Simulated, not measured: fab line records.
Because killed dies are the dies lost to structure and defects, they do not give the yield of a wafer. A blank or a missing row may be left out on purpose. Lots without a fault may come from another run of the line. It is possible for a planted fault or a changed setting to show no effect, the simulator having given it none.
Chamber matching / flow nandHarc / 4 sister chambers for NHARC_A_CONTACT_DESCUM_74 on rieDiel-04
The step chemistry O2, time 3 s. 4 wafers are shown with their chamber, then 8 later ones without.

== WAFERS WITH THEIR CHAMBER ==
wafer=L084.4; chamber=0; showerheadPlenumPTorr (Torr)=2.05
wafer=L093.3; chamber=3; showerheadPlenumPTorr (Torr)=1.90
wafer=L093.4; chamber=2; showerheadPlenumPTorr (Torr)=1.76
wafer=L094.1; chamber=1; showerheadPlenumPTorr (Torr)=1.86

== WAFERS WHOSE CHAMBER IS MISSING ==
wafer=L094.2; showerheadPlenumPTorr (Torr)=1.76
wafer=L094.5; showerheadPlenumPTorr (Torr)=1.76
wafer=L095.2; showerheadPlenumPTorr (Torr)=1.86
wafer=L095.3; showerheadPlenumPTorr (Torr)=1.90
wafer=L095.5; showerheadPlenumPTorr (Torr)=1.76
wafer=L096.3; showerheadPlenumPTorr (Torr)=2.04
wafer=L096.5; showerheadPlenumPTorr (Torr)=1.90
wafer=L096.6; showerheadPlenumPTorr (Torr)=2.04

== EACH ONE'S CHAMBER ==
wafer=L094.2; from the rows above=2; in truth=2
wafer=L094.5; from the rows above=2; in truth=2
wafer=L095.2; from the rows above=1; in truth=1
wafer=L095.3; from the rows above=3; in truth=3
wafer=L095.5; from the rows above=2; in truth=2
wafer=L096.3; from the rows above=0; in truth=0
wafer=L096.5; from the rows above=3; in truth=3
wafer=L096.6; from the rows above=0; in truth=0
Correct placement for 8 of the 8. Can't be placed from these rows: 0. 0 placed wrongly.
How it was worked out, from the rows above alone: a wafer's distance from a chamber is the root of the sum, over the readings, of the square of ((its reading less the chamber's mean) divided by the reading's scatter). If the next closest chamber is less than 2 further off than the closest, the wafer can't be placed; otherwise it belongs to the closest. A chamber's mean is the mean of its shown wafers. The scatter: with one shown wafer a chamber, the root of the mean of the squares of how far each hidden wafer lies from its nearest shown one.
